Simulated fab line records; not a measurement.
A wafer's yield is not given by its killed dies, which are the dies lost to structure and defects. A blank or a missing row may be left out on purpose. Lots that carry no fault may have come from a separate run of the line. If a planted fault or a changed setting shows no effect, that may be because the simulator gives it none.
fab line records | flow n5Finfet
record: lots: 6 wafers: 18 lastDay: 16
route steps=1938 shown BEOL_M10@1512 PASSIVATION@1936
lots with no fault: from the same line, run without faults
startH: hours from the record's opening day to when the first of the lot's shown wafers began | waitH: how many hours have passed since the lot's step before this one | " unchanged from the row above | L1.1+2: a single row standing in for several wafers | - no value, or no start given | * or withheld: withheld | < > ~ a bound
route shown NAME@n: names a module that has steps shown in the file, with the first one's number in the route | usual: mean/standard deviation of fault-free wafers | same: alike in all rows | chamber/n: place in a boat | sites: per-site readings | _std_site: standard deviation of those values | _edge_site: mean of outer sites minus mean of inner sites | radiusMm: how far each site lies from the wafer's centre | mask NAME#n: copy n | behind: tool/chamber where the wafer was last shaped | hold: why the lot was held/for how many hours/how that ended | device: transistor that didn't switch, given as n, p or np | end of line: tests of these same wafers at the route's end | step lacking rows: just its recipe | killed: not the wafer's yield, but the dies lost to structure and defects at the first sort | map: dies across one wafer; x = killed, . = not, _ = none there
set.NAME: the setting that was run; set.NAME@STEP: the one run at that earlier step | model.NAME: the simulator's own value behind a step, which no gauge read
lots at selected steps of the route; one table per step, one row per wafer
services: a tool's chamber out of use, with start hour (startH, from the record's first day; less than 0 if before it), hours out, and reason
== steps ==
step: N5_BEOL_M10_TRENCH_ETCH_37
recipe: chemistry: C4F6/O2 targetDepthA: 1488.3 target: SiCOH_lowk timeS: 48 ionEnergyEv: 250 pressureMtorr: 30 sourceW: 345 biasW: 185 Ar_flow_sccm: 300 C4F6_flow_sccm: 10 O2_flow_sccm: 10
step: N5_BEOL_M10_ETCH_41
recipe: chemistry: CH3F/O2 target: SiCN targetDepthA: 426 taperDeg: 2 timeS: 86 ionEnergyEv: 120 maskMaterial: TiN pressureMtorr: 30 sourceW: 395 biasW: 75 Ar_flow_sccm: 150 CH3F_flow_sccm: 30 O2_flow_sccm: 20
usual: drypumpMotorCurrentA: 5.8/0.47 oesProductAu: 0.82/0.089 rfVppV: 297.9/1.6 showerheadPlenumPTorr: 2.03/0.069 throttleValvePct: 16.21/0.18
columns lot.wafer tool chamber startH waitH drypumpMotorCurrentA oesProductAu rfHoursCounterH rfVppV showerheadPlenumPTorr throttleValvePct
L525.1 rieDiel-03 3 - - 5.7 0.94 10 300.1 2.14 16.19
L525.2 " 2 " " 5.4 0.79 115 295.3 2.01 16.14
L525.6 " 0 " " 5.6 0.72 - 298.4 1.97 16.19
L526.1 rieDiel-03 3 - - 5.7 0.94 12 299.3 2.14 16.20
L526.3 " 1 " " 5.3 0.82 89 296.8 2.00 16.02
L526.4 " 2 " " 5.4 0.78 117 297.2 2.01 16.16
L527.2 rieDiel-04 1 - - 6.3 0.95 14 296.1 1.96 15.94
L527.3 " 0 " " 6.7 0.89 22 298.9 2.13 16.28
L527.5 " 0 " " 6.7 0.89 - 300.4 2.13 16.28
L531.1 rieDiel-04 2 - - 5.6 0.98 1 300.5 2.12 16.03
L531.2 " 1 " " 6.3 0.93 20 296.1 1.96 15.94
L531.6 " 3 " " 6.4 0.83 - 297.1 2.04 16.44
L540.2 rieDiel-04 2 - - 5.6 0.90 26 300.5 2.12 16.07
L540.3 " 0 " " 6.7 0.84 54 300.1 2.12 16.34
L540.6 " 1 " " 6.3 0.88 - 296.7 1.95 16.00
L542.1 rieDiel-04 3 - - 6.4 0.81 95 297.2 2.03 16.49
L542.4 " 0 " " 6.7 0.83 56 298.2 2.12 16.34
L542.5 " 3 " " 6.4 0.81 - 296.9 2.03 16.51
step: N5_BEOL_M10_STRIP_77
recipe: chemistry: N2/H2 timeS: 10 powerW: 450 tempC: 40 pressureMtorr: 20 rfFrequencyHz: 6e+07 biasPowerW: 7 n2FlowSccm: 200 h2FlowSccm: 200
step: N5_BEOL_M10_OCD_MEAS_38
usual: trenchDepthNm: 149.0/2.2
columns lot.wafer tool chamber startH waitH trenchDepthNm
L525.1 ocd-02 - 215.29 - 147.4
L525.2 " - " " 148.0
L525.6 " - " " 149.9
L526.1 ocd-01 - 225.27 - 150.2
L526.3 " - " " 148.8
L526.4 " - " " 149.9
L527.2 ocd-01 - 241.66 - 152.4
L527.3 " - " " 149.0
L527.5 " - " " 150.5
L531.1 ocd-02 - 254.53 - 144.8
L531.2 " - " " 152.9
L531.6 " - " " 147.8
L540.2 ocd-02 - 327.21 - 145.0
L540.3 " - " " 149.6
L540.6 " - " " 153.9
L542.1 ocd-01 - 332.88 - 147.9
L542.4 " - " " 149.5
L542.5 " - " " 148.6
step: N5_BEOL_M10_HM_STRIP_39
recipe: chemistry: peroxideTinStrip material: TiN targetDepthA: 250 tempC: 50 timeS: 158
step: N5_BEOL_M10_SRD_40
recipe: timeS: 30 tempC: 23 rinseLiquid: diw dry: ipaMarangoni
step: N5_BEOL_M10_PRECLEAN_42
recipe: chemistry: residueRemover timeS: 60 tempC: 40
step: N5_BEOL_M10_SRD_43
recipe: timeS: 30 tempC: 23 rinseLiquid: diw dry: ipaMarangoni
step: N5_BEOL_M10_CD_MEAS_35
recipe: targetCdNm: 70 polarity: opening
usual: cdNm: 69.7/0.65
columns lot.wafer tool chamber startH waitH cdNm
L525.1 cdSem-03 - 215.44 0.0 69.5
L525.2 " - " " 69.9
L525.6 " - " " 70.5
L526.1 cdSem-01 - 225.43 0.0 69.4
L526.3 " - " " 68.8
L526.4 " - " " 70.7
L527.2 cdSem-01 - 241.81 0.0 69.5
L527.3 " - " " 69.0
L527.5 " - " " 69.7
L531.1 cdSem-01 - 254.68 0.0 69.9
L531.2 " - " " 69.6
L531.6 " - " " 69.7
L540.2 cdSem-02 - 327.36 0.0 70.1
L540.3 " - " " 70.1
L540.6 " - " " 70.2
L542.1 cdSem-03 - 333.04 0.0 70.0
L542.4 " - " " 69.8
L542.5 " - " " 70.1
step: N5_BEOL_M10_CURE_72
recipe: tempC: 370 timeS: 120 ambient: DMADMS/He material: SiCOH_lowk
usual: lampPowerPct: 52.31/0.054 wafer_temp_C_max: 371.6/0.64
columns lot.wafer tool chamber startH waitH lampPowerPct wafer_temp_C_max
L525.1 uvCure-01 0 215.54 0.1 52.31 372.1
L525.2 " 0 " " 52.39 372.5
L525.6 " 0 " " 52.36 371.6
L526.1 uvCure-01 2 225.47 0.0 52.28 371.2
L526.3 " 2 " " 52.29 371.0
L526.4 " 2 " " 52.34 371.1
L527.2 uvCure-02 2 241.90 0.1 52.38 371.7
L527.3 " 2 " " 52.32 371.7
L527.5 " 2 " " 52.33 371.9
L531.1 uvCure-03 2 254.73 0.0 52.25 371.8
L531.2 " 2 " " 52.29 371.8
L531.6 " 2 " " 52.30 371.2
L540.2 uvCure-02 2 327.45 0.1 52.32 372.1
L540.3 " 2 " " 52.26 372.0
L540.6 " 2 " " 52.40 372.1
L542.1 uvCure-03 0 333.08 0.0 52.21 371.4
L542.4 " 0 " " 52.36 371.0
L542.5 " 0 " " 52.28 371.4
step: N5_BEOL_M10_DEGAS_44
recipe: ambient: vacuum tempC: 250 timeS: 60
step: N5_BEOL_M10_PRE_CLEAN_45
recipe: gas: H2/He timeS: 30 tempC: 250
usual: heaterPowerW: 329/26
columns lot.wafer tool chamber startH waitH heaterPowerW
L525.1 pvdSputter-02 - 216.51 0.0 324
L525.2 " - " " 337
L525.6 " - " " 352
L526.1 pvdSputter-01 - 226.00 0.0 285
L526.3 " - " " 337
L526.4 " - " " 290
L527.2 pvdSputter-03 - 242.30 0.0 330
L527.3 " - " " 313
L527.5 " - " " 330
L531.1 pvdSputter-02 - 256.47 0.0 343
L531.2 " - " " 334
L531.6 " - " " 345
L540.2 pvdSputter-02 - 327.83 0.0 331
L540.3 " - " " 308
L540.6 " - " " 334
L542.1 pvdSputter-01 - 333.45 0.0 295
L542.4 " - " " 342
L542.5 " - " " 343
step: N5_BEOL_M10_ALD_74
recipe: material: TaN targetThkA: 20 tempC: 275 aldPrecursorFamily: PDMAT aldCoReactant: NH3 pressureTorr: 3 carrierFlowSccm: 1500 pulseTimeS: 2 purgeTimeS: 3 coReactantPurgeTimeS: 2 coReactantPulseTimeS: 3 aldCycles: 40 precursorVesselTempC: 75 precursorVesselPressureTorr: 26.25 precursorVesselCarrierSccm: 1000
usual: aldCycles: 40/0 heaterPowerW: 401/36
same: coReactantPulseTimeS: 3
columns lot.wafer tool chamber startH waitH aldCycles heaterPowerW model.TaN_of_BEOL_M10_ALD_74.thkNm
L525.1 aldMetal-02 0 216.72 0.2 40 396 2
L525.2 " 1 " " 40 415 2
L525.6 " 2 " " 40 399 2
L526.1 aldMetal-02 1 226.08 0.1 40 404 2
L526.3 " 2 " " 40 404 2
L526.4 " 2 " " 40 405 2
L527.2 aldMetal-02 1 242.36 0.0 40 411 2
L527.3 " 3 " " 40 398 2
L527.5 " 2 " " 64 411 3.2
L531.1 aldMetal-02 3 256.53 0.0 40 398 2
L531.2 " 2 " " 40 416 2
L531.6 " 3 " " 64 399 3.2
L540.2 aldMetal-02 3 327.89 0.0 40 396 2
L540.3 " 2 " " 40 405 2
L540.6 " 2 " " 40 413 2
L542.1 aldMetal-04 1 333.52 0.0 40 462 2
L542.4 " 3 " " 40 348 2
L542.5 " 2 " " 40 343 2
step: N5_BEOL_M10_SURFACE_TREAT_76
recipe: gas: Ar timeS: * ionEnergyEv: * ionCurrentMaCm2: 0.5 pressureMtorr: * arFlowSccm: 30
usual: throttleValvePct: *
columns lot.wafer tool chamber startH waitH throttleValvePct
L525.1 pvdSputter-03 - 217.15 0.3 *
L525.2 " - " " *
L525.6 " - " " *
L526.1 pvdSputter-02 - 226.40 0.2 *
L526.3 " - " " *
L526.4 " - " " *
L527.2 pvdSputter-03 - 242.66 0.2 *
L527.3 " - " " *
L527.5 " - " " *
L531.1 pvdSputter-03 - 256.87 0.2 *
L531.2 " - " " *
L531.6 " - " " *
L540.2 pvdSputter-03 - 328.23 0.2 *
L540.3 " - " " *
L540.6 " - " " *
L542.1 pvdSputter-02 - 333.80 0.2 *
L542.4 " - " " *
L542.5 " - " " *
step: N5_BEOL_M10_CVD_75
recipe: material: Co targetThkA: 20 tempC: withheld precursor: CCTBA/H2 pressureTorr: 30 timeS: 138.9
step: N5_BEOL_M10_SPUTTER_48
recipe: material: Cu targetThkA: 120 tempC: -20 biasV: 60 powerW: 26000 chamberPressurePa: 0.13 timeS: 2
usual: throttleValvePct: 29.8/1.2
columns lot.wafer tool chamber startH waitH throttleValvePct
L525.1 pvdSputter-03 - 217.47 0.2 30.8
L525.2 " - " " 28.9
L525.6 " - " " 28.7
L526.1 pvdSputter-01 - 226.58 0.1 30.3
L526.3 " - " " 31.6
L526.4 " - " " 28.3
L527.2 pvdSputter-01 - 242.84 0.1 30.4
L527.3 " - " " 28.1
L527.5 " - " " 30.2
L531.1 pvdSputter-03 - 257.15 0.1 31.0
L531.2 " - " " 29.1
L531.6 " - " " 29.2
L540.2 pvdSputter-03 - 328.55 0.1 29.3
L540.3 " - " " 28.7
L540.6 " - " " 31.0
L542.1 pvdSputter-01 - 333.98 0.1 30.5
L542.4 " - " " 31.6
L542.5 " - " " 31.2
step: N5_BEOL_M10_ECD_50
recipe: material: Cu targetThkA: 3180
step: N5_BEOL_M10_ANNEAL_51
recipe: tempC: 225 timeS: 90 ambient: N2
step: N5_BEOL_M10_CMP_52
recipe: stopOn: SiCOH_lowk tOverpolishS: 7 downForcePsi: 1 platenRpm: 50 clearingPlatenDownForcePsi: 1.5 clearingPlatenRpm: 50 postCmpClean: cuAlkaline targetThkNm: 140 clearingPlatenPadVelocityMS: 0.99484 padVelocityMS: 0.99484
usual: barrierFieldEndpointS: 29.2/0.73 motorCurrentA: 5.9/0.48 platenRpm: 50.00/0.033
columns lot.wafer tool chamber startH waitH barrierFieldEndpointS motorCurrentA platenRpm
L525.1 cmp-03 0 217.99 0.3 28.5 6.1 49.98
L525.2 " 2 " " 28.7 5.5 49.99
L525.6 " 0 " " 28.3 6.1 50.01
L526.1 cmp-02 0 227.11 0.3 30.0 6.3 49.94
L526.4 " 1 " " 30.4 6.1 49.96
L526.3 " 3 " " 29.4 5.5 50.00
L527.3 cmp-02 3 243.70 0.2 29.1 5.3 49.98
L527.2 " 0 " " 29.4 6.5 49.96
L527.5 " 0 " " 31.4 6.4 49.98
L531.1 cmp-02 1 257.76 0.3 30.0 6.3 50.03
L531.2 " 3 " " 30.0 5.3 50.02
L531.6 " 0 " " 32.0 6.8 50.09
L540.3 cmp-01 1 329.21 0.2 29.2 5.7 50.00
L540.2 " 2 " " 27.7 6.1 50.05
L540.6 " 1 " " 28.8 6.0 50.04
L542.4 cmp-03 2 334.93 0.1 28.5 5.5 49.97
L542.1 " 1 " " 28.9 5.3 49.93
L542.5 " 2 " " 28.8 5.7 50.02
step: N5_BEOL_M10_THK_MEAS_53
recipe: thkMeasGauge: xrf reads: Cu_of_BEOL_M10_ECD_50
usual: M10_THK: 138.8/2.8
columns lot.wafer tool chamber startH waitH M10_THK[nm]
L525.1 filmMetro-02 - 218.29 - 137.4
L525.2 " - " " 137.5
L525.6 " - " " 138.3
L526.1 filmMetro-02 - 227.40 - 141.9
L526.3 " - " " 138.0
L526.4 " - " " 139.4
L527.2 filmMetro-02 - 244.00 - 144.4
L527.3 " - " " 139.0
L527.5 " - " " 140.9
L531.1 filmMetro-01 - 258.02 - 136.1
L531.2 " - " " 143.0
L531.6 " - " " 137.7
L540.2 filmMetro-01 - 329.51 - 134.2
L540.3 " - " " 137.1
L540.6 " - " " 143.5
L542.1 filmMetro-01 - 335.33 - 137.9
L542.4 " - " " 138.0
L542.5 " - " " 137.2
step: N5_PASSIVATION_PROBE_49
usual: defectLimitedYield: 90.9/1.4 killed_at_M0_to_M3: 37/12 killed_at_M4_up: 14/5.3 killedAtContacts: 12/6.2 killedAtFrontEnd: 41/11 killedAtOther: 3.7/2.9 killedDies: 107/17 killedOpen: 71/12 killedShort: 34/7.9 sort_bin_5_function: 5.3/0.95 sort_bin_6_memory: 3.4/0.7 sortNPass: 1073/17 sortYieldPct: 90.9/1.5
same: grossDies: 1180 killedAtBackSide: 0 sort_bin_4_leakage[%]: 0 sort_bin_8_speed[%]: 0
columns lot.wafer tool chamber startH waitH defectLimitedYield[%] killed_at_M0_to_M3 killed_at_M4_up killedAtContacts killedAtFrontEnd killedAtOther killedDies killedOpen killedShort sort_bin_5_function[%] sort_bin_6_memory[%] sortNPass sortYieldPct[%]
L527.2 prober-01 - 286.12 0.1 88.7 74 7 11 37 4 133 93 38 5.8 5.2 1047 88.7
L527.3 prober-01 - 286.17 0.1 90.9 27 14 16 45 5 107 83 23 5.3 3.5 1073 90.9
L527.5 prober-01 - 286.27 0.2 90.3 40 22 14 36 3 115 82 33 4.5 5.0 1065 90.3
killed by level:class
L527.2 BEOL_M3:geometricParticle:open=18 BEOL_M2:geometricParticle:open=14 BEOL_M0_SAQP:geometricParticle:short=13 STI_FIN_REVEAL:geometricParticle:open=11 BEOL_M1:geometricParticle:open=11 MOL_CONTACT_COAG:geometricParticle:open=10 FIN_SAQP:geometricParticle:open=7 BEOL_M0_SAQP:geometricParticle:open=5
L527.3 STI_FIN_REVEAL:geometricParticle:open=15 MOL_CONTACT_COAG:geometricParticle:open=12 BEOL_M0_SAQP:geometricParticle:open=8 FIN_SAQP:geometricParticle:open=7 FIN_SAQP:geometricParticle:short=6 BEOL_M3:geometricParticle:open=6 STARTING-WAFER:geometricParticle:open=5 MOL_CONTACT_COAG:geometricParticle:short=4
L527.5 MOL_CONTACT_COAG:geometricParticle:open=12 BEOL_M4:geometricParticle:open=12 STI_FIN_REVEAL:geometricParticle:open=10 BEOL_M3:geometricParticle:open=8 FIN_SAQP:geometricParticle:open=7 BEOL_M1:geometricParticle:open=7 BEOL_M0_SAQP:geometricParticle:short=7 FIN_SAQP:geometricParticle:short=6
== services ==
columns tool chamber startH hours kind
uvCure-02 - 196.64 0.5 repair
uvCure-03 - 202.40 16.7 repair
rieDiel-03 - 219.02 2.8 pm
pvdSputter-01 - 231.67 2.2 repair
rieDiel-04 2 235.93 - clean
rieDiel-04 2 235.93 - consumableReplace:focusRing
rieDiel-04 2 235.93 - consumableReplace:showerhead
rieDiel-04 2 235.93 16.8 scheduledDown
rieDiel-04 2 235.93 16.8 ventCycle
pvdSputter-01 - 236.50 2.7 repair
rieDiel-03 0 259.75 6.6 repair
cmp-01 - 272.91 0.3 repair
uvCure-02 - 276.46 0.4 repair
aldMetal-04 - 286.74 4.3 pm
cmp-03 - 290.76 4.0 pm
uvCure-03 - 294.22 0.6 repair
cmp-03 - 296.86 6.4 repair
cmp-01 - 302.68 5.5 pm
cmp-02 - 305.22 4.0 pm
cmp-02 - 309.22 - consumableReplace:conditioner
rieDiel-03 0 310.73 1.4 repair
rieDiel-03 2 316.71 5.3 repair
cmp-02 - 320.54 8.6 pm
cmp-02 - 330.81 6.3 pm
== key ==
firstSign: step: N5_BEOL_M10_ALD_74 reading: aldCycles direction: up sigmas: 99+ usual: * struck: *
effect: step: N5_BEOL_M10_CMP_52 reading: barrierFieldEndpointS direction: up sigmas: 3.4 usual: 29.2 struck: 31.7
modelEffect: step: N5_BEOL_M10_ALD_74 value: TaN_of_BEOL_M10_ALD_74.thkNm without: 2 struck: 3.2
metAt N5_BEOL_M10_ALD_74
struckWafers L527.5,L531.6
onsetBetween 226.08 242.36
fault: kind: processParameterDrift tool: aldMetal-02 chamber: - onsetH: 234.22 steps: N5_BEOL_M10_ALD_74 channel: aldCycles offset: * shape: step endH: 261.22 scope: struckWafersOnly actsIn: * stated: *
